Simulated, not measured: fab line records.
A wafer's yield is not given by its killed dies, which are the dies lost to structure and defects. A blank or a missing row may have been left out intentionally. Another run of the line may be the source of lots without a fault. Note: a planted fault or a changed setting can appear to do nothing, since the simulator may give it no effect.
Split-lot trial ; flow n5Finfet ; 21 wafers read from 7 lots, route of 1938 steps

== THE SPLIT ITSELF ==
At N5_GATE_CUT_DESCUM_18 (chemistry O2, time 7 s), the setting timeS was moved away from the recipe's 7 s on 5 of the 21 wafers read, by -14.8% to +20.8%. All remaining wafers had this setting at the recipe value.

Reading taken at the split's own step.

== THE READING ==
CAR-EUV_of_GATE_CUT_COAT_07.thkNm (the simulator's own value, which no gauge read), in nm, at N5_GATE_CUT_DESCUM_18 (chemistry O2, time 7 s). The file does not state a usual value for it. Across the 16 wafers here that went through the recipe, the average is 26.1 nm and the standard deviation 0.099 nm.

wafer;tool, chamber at the split;timeS as run, s;against the recipe;CAR-EUV_of_GATE_CUT_COAT_07.thkNm, nm;against lot-mates on the recipe
L074.1;rieDiel-03, 1,2,0;7;recipe;26;-
L074.3;rieDiel-03, 1,2,0;7;recipe;26;-
L074.4;rieDiel-03, 1,2,0;7;recipe;26;-
L081.4;rieDiel-03, 1;5.967;-14.8%;26.6;+0.4
L081.5;rieDiel-03, 1;5.967;-14.8%;26.6;+0.4
L081.6;rieDiel-03, 2;7;recipe;26.2;-
L084.1;rieDiel-06, 3,0,0;7;recipe;26;-
L084.2;rieDiel-06, 3,0,0;7;recipe;26;-
L084.6;rieDiel-06, 3,0,0;7;recipe;26;-
L086.3;rieDiel-06, 0;8.457;+20.8%;25.2;-0.8
L086.4;rieDiel-06, 3,0;7;recipe;26;-
L086.5;rieDiel-06, 3,0;7;recipe;26;-
L089.2;rieDiel-03, 1;8.141;+16.3%;25.6;-0.4
L089.3;rieDiel-03, 3;8.141;+16.3%;25.4;-0.6
L089.6;rieDiel-03, 2;7;recipe;26;-
L090.2;rieDiel-06, 0,3,3;7;recipe;26.2;-
L090.3;rieDiel-06, 0,3,3;7;recipe;26.2;-
L090.5;rieDiel-06, 0,3,3;7;recipe;26.2;-
L091.3;rieDiel-06, 0,3,0;7;recipe;26.2;-
L091.4;rieDiel-06, 0,3,0;7;recipe;26.2;-
L091.6;rieDiel-06, 0,3,0;7;recipe;26.2;-
The file does not say which wafer passed through which chamber wherever a row lists several chambers: such a row stands for several wafers.

THE FIT
A straight line over all 21 wafers: CAR-EUV_of_GATE_CUT_COAT_07.thkNm changes by -0.0376 nm for each +1% of timeS; r = -0.95; the points scatter about the line by 0.1 nm.
The same after taking each lot's own level away (the mean of its wafers on the recipe; 21 wafers): -0.0318 nm for each +1%; r = -0.98; scatter 0.05 nm.
That fit puts the effect of the largest move of timeS on the reading at 0.66 nm.
The span of the lots' own levels, 26.00 to 26.20 nm, comes to 2.0 times the standard deviation stated above.
In other words, the slope is changed by the lot-to-lot level; the two fits disagree.
Check: for one of the wafers moved furthest among these (+20.8%), held out of the fit, the line's prediction against its lot-mates is -0.61 nm. Against them it came out at -0.8 nm.

== THE OTHER SPLITS THESE WAFERS WENT THROUGH ==
These wafers also went through other splits before the reading. Each is held against what the fit with the lots' levels taken away leaves over:
other split on the same wafers;wafers away from the commonest value;r with CAR-EUV_of_GATE_CUT_COAT_07.thkNm (lot level and that fit taken away)
N5_SDB_EXPOSE_08 doseMj;5;-0.11
N5_SDB_ETCH_18 sourceW;2;-0.17
N5_HKMG_FIN_DESCUM_53 timeS;10;+0.11
N5_HKMG_FIN_ETCH_58 sourceW;6;+0.16
N5_GATE_CUT_COAT_27 spinRpm;6;+0.58

== THE WHOLE CHAIN: every reading that the file lists as answering this split, in the file's order ==
step;what it does;reading;change (the file's fit);r (the file's)
N5_GATE_CUT_DESCUM_18;chemistry O2, time 7 s;CAR-EUV_of_GATE_CUT_COAT_07.thkNm (the simulator's own value, which no gauge read);-0.0335 nm for each +1% of the setting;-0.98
N5_GATE_CUT_ETCH_28;etches underlayer in N2/H2, target depth 13 nm, time 10.4 s;CAR-EUV_of_GATE_CUT_COAT_07.thkNm (the simulator's own value, which no gauge read);-0.0328 nm for each +1% of the setting, in a fit together with spinRpm@GATE_CUT_COAT_27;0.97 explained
N5_GATE_CUT_ETCH_36;etches SiARC in CF4, target depth 13 nm, time 21.7 s;CAR-EUV_of_GATE_CUT_COAT_07.thkNm (the simulator's own value, which no gauge read);-0.0303 nm for each +1% of the setting, in a fit together with spinRpm@GATE_CUT_COAT_27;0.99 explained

== THE FILE'S OWN FIT ==
CAR-EUV_of_GATE_CUT_COAT_07.thkNm changes by -0.0335 nm for each +1% of timeS, r = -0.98.
